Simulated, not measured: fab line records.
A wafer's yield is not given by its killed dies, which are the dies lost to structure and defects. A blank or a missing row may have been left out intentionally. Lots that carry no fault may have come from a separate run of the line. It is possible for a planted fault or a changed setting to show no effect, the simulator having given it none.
Which tool was responsible? -- flow nand-harc -- 12 lots with 36 wafers sampled at 5 steps, on a route of 1302 steps

## WHAT THE GAUGES SHOWED, per wafer
NHARC_END_SORT_01.
lot,measured,on,killed-at-array,killed-at-other,killed-at-periphery,killed-dies,killed-open,killed-short
L247,day 26 21:08,prober-02,82 83 81,1 0 0,2 1 6,85 84 87,6 3 6,6 6 8

## WHAT TOOL EACH LOT RAN ON (gives the tool, then ch and the chambers of the sampled wafers, and finally the start)
lot,NHARC_A_CHANNEL_HOLE_D2_ETCH_27,NHARC_A_CHANNEL_HOLE_D2_STRIP_28,NHARC_A_CHANNEL_FILL_D2_CMP_10,NHARC_A_CHANNEL_FILL_D2_RTA_24
L240,"har-etch-02 ch 0,1, day 12 23:18","rie-diel-07 ch 0,3, day 15 02:04 or earlier","cmp-02 ch 0,2,3, day 15 02:04","rtp-anneal-01 ch 0, day 15 02:26"
L241,"har-etch-01 ch 1, day 13 14:08","rie-diel-03 ch 1,3, day 15 16:13 or earlier","cmp-02 ch 1,2,3, day 15 16:13","rtp-anneal-02 ch 0, day 15 16:37"
L242,"har-etch-02 ch 0,1, day 13 20:14","rie-diel-09 ch 0,1,3, day 15 23:18 or earlier","cmp-02 ch 0,3, day 15 23:18","rtp-anneal-01 ch 0, day 15 23:48"
L243,"har-etch-01 ch 0,1, day 14 15:18","rie-diel-03 ch 1,2,3, day 16 16:51 or earlier","cmp-04 ch 1,2,3, day 16 16:51","rtp-anneal-02 ch 0, day 16 21:49"
L245,"har-etch-02 ch 0,1, day 15 12:46","rie-diel-03 ch 1,2,3, day 17 14:29 or earlier","cmp-02 ch 0,1,2, day 17 14:29","rtp-anneal-01 ch 0, day 17 14:55"
L246,"har-etch-01 ch 0,1, day 15 13:40","rie-diel-07 ch 0,3, day 17 14:34 or earlier","cmp-01 ch 0,1,3, day 17 14:34","rtp-anneal-02 ch 0, day 17 14:58"
L247,"har-etch-02 ch 0,1, day 16 03:47","rie-diel-07 ch 1,2, day 18 06:05 or earlier","cmp-04 ch 0,1,3, day 18 06:05","rtp-anneal-02 ch 0, day 18 06:30"
L255,"har-etch-02 ch 0,1, day 20 00:01","rie-diel-07 ch 0,1,3, day 22 01:56 or earlier","cmp-01 ch 0,2,3, day 22 01:56","rtp-anneal-02 ch 0, day 22 02:23"
L256,"har-etch-01 ch 1, day 20 02:13","rie-diel-07 ch 1,3, day 22 01:56 or earlier","cmp-04 ch 2,3, day 22 01:56","rtp-anneal-01 ch 0, day 22 02:23"
L258,"har-etch-02 ch 0,1, day 20 16:17","rie-diel-09 ch 1,2,3, day 22 15:16 or earlier","cmp-01 ch 1,2, day 22 15:16","rtp-anneal-02 ch 0, day 22 15:43"
L261,"har-etch-01 ch 0,1, day 22 14:45","rie-diel-09 ch 0,1, day 24 15:31 or earlier","cmp-04 ch 1,3, day 24 15:31","rtp-anneal-01 ch 0, day 24 15:56"
L263,"har-etch-01 ch 0,1, day 23 00:17","rie-diel-03 ch 0,1,3, day 25 01:21 or earlier","cmp-01 ch 1,2,3, day 25 01:21","rtp-anneal-01 ch 0, day 25 01:49"
- NHARC_A_CHANNEL_HOLE_D2_ETCH_27: etches the open film in C4F8/O2/Ar, time 90 s, target depth 400 nm.
- NHARC_A_CHANNEL_HOLE_D2_STRIP_28: strips in O2.
- NHARC_A_CHANNEL_FILL_D2_CMP_10: polishes, target thk 150 nm.
- NHARC_A_CHANNEL_FILL_D2_RTA_24: time 5 s.

## AS READ BY THE TOOLS THEMSELVES (means over the sampled wafers that have a number; for cases with no such wafer, the mark the record gives instead)
NHARC_A_CHANNEL_HOLE_D2_ETCH_27.
lot,tool,drypump-motor-current-A (A),showerhead-plenum-p-Torr (Torr),throttle-valve-pct (%)
L240,har-etch-02,6.4,3.62,27.625
L241,har-etch-01,4.8,3.71,27.609
L242,har-etch-02,6.4,3.53,27.607
L243,har-etch-01,5.8,3.72,27.623
L245,har-etch-02,6.4,3.52,27.627
L246,har-etch-01,5.4,3.70,27.609
L247,har-etch-02,6.4,3.52,27.616
L255,har-etch-02,6.4,3.85,27.615
L256,har-etch-01,4.8,3.66,27.615
L258,har-etch-02,6.4,3.84,27.615
L261,har-etch-01,5.8,3.66,27.615
L263,har-etch-01,5.3,3.65,27.620

NHARC_A_CHANNEL_HOLE_D2_STRIP_28.
lot,tool,drypump-motor-current-A (A),oes-product-au (a.u.),rf-vpp-V (V),showerhead-plenum-p-Torr (Torr),throttle-valve-pct (%)
L240,rie-diel-07,5.9,0.991,57.8,3.63,17.038
L241,rie-diel-03,5.7,0.995,57.9,3.50,17.033
L242,rie-diel-09,5.7,0.999,57.5,3.56,17.039
L243,rie-diel-03,5.9,0.998,57.8,3.44,17.034
L245,rie-diel-03,5.9,0.999,58.2,3.44,17.047
L246,rie-diel-07,6.3,1.000,57.8,3.66,17.047
L247,rie-diel-07,5.8,1.005,58.2,3.52,17.045
L255,rie-diel-07,6.1,0.989,58.3,3.57,17.037
L256,rie-diel-07,5.7,1.000,58.0,3.53,17.037
L258,rie-diel-09,5.7,1.006,58.8,3.52,17.040
L261,rie-diel-09,5.5,1.001,57.7,3.54,17.032
L263,rie-diel-03,5.7,0.978,57.5,3.45,17.027

NHARC_A_CHANNEL_FILL_D2_CMP_10.
lot,tool,edge-zone-pressure-frac,motor-current-A (A),time-to-endpoint-s (s)
L240,cmp-02,0.998,11.7,16.3
L241,cmp-02,0.997,11.3,14.4
L242,cmp-02,0.997,11.2,15.7
L243,cmp-04,0.999,11.9,10.9
L245,cmp-02,0.993,11.2,12.9
L246,cmp-01,1.000,12.8,12.3
L247,cmp-04,1.001,12.6,13.7
L255,cmp-01,1.001,13.1,14.3
L256,cmp-04,0.997,10.7,16.3
L258,cmp-01,0.993,12.5,12.7
L261,cmp-04,0.999,12.1,14.7
L263,cmp-01,1.001,12.8,14.2

NHARC_A_CHANNEL_FILL_D2_RTA_24.
lot,tool,lamp-power-pct (%),lamp_zone_1_pct (%),lamp_zone_5_pct (%),wafer_temp_C_max
L240,rtp-anneal-01,27.4,27.3,27.4,1004.4
L241,rtp-anneal-02,31.8,31.7,31.8,1006.9
L242,rtp-anneal-01,27.4,27.4,27.4,1004.0
L243,rtp-anneal-02,31.7,31.7,31.8,1005.5
L245,rtp-anneal-01,27.4,27.4,27.4,1004.5
L246,rtp-anneal-02,31.7,31.7,31.7,1005.2
L247,rtp-anneal-02,31.7,31.7,31.7,1005.1
L255,rtp-anneal-02,31.7,31.7,31.7,1006.3
L256,rtp-anneal-01,27.4,27.4,27.4,1005.5
L258,rtp-anneal-02,31.7,31.7,31.7,1006.1
L261,rtp-anneal-01,27.4,27.4,27.4,1005.5
L263,rtp-anneal-01,27.4,27.4,27.4,1004.8

## THE ANSWER, worked out from the rows above alone
Rule: usual is defined by the lots themselves. Put in order of their means at a reading, lots are off if they are a third of the lots or fewer, leave a main group of 4 or more, and stand apart from it by a gap of 3 or more times the standard deviation of the main group's means; of several such gaps the widest counts. If all means in a main group match to the digits the tables above print for the reading, that group is not used. A lot without any number at a reading at which 4 lots or more have one is off too. The other lots that the step has rows for count as sound. After the gauges, taken in route order, come the tools' own readings; for these a lot's mean is taken, as printed above. At the first step where some lot is off, the reading lying furthest off is the one used; lots without a number count as furthest.
Across all readings shown, no lot is off: no conclusion can be drawn from this.

## WHAT HAD BEEN PUT IN BY THE SIMULATOR
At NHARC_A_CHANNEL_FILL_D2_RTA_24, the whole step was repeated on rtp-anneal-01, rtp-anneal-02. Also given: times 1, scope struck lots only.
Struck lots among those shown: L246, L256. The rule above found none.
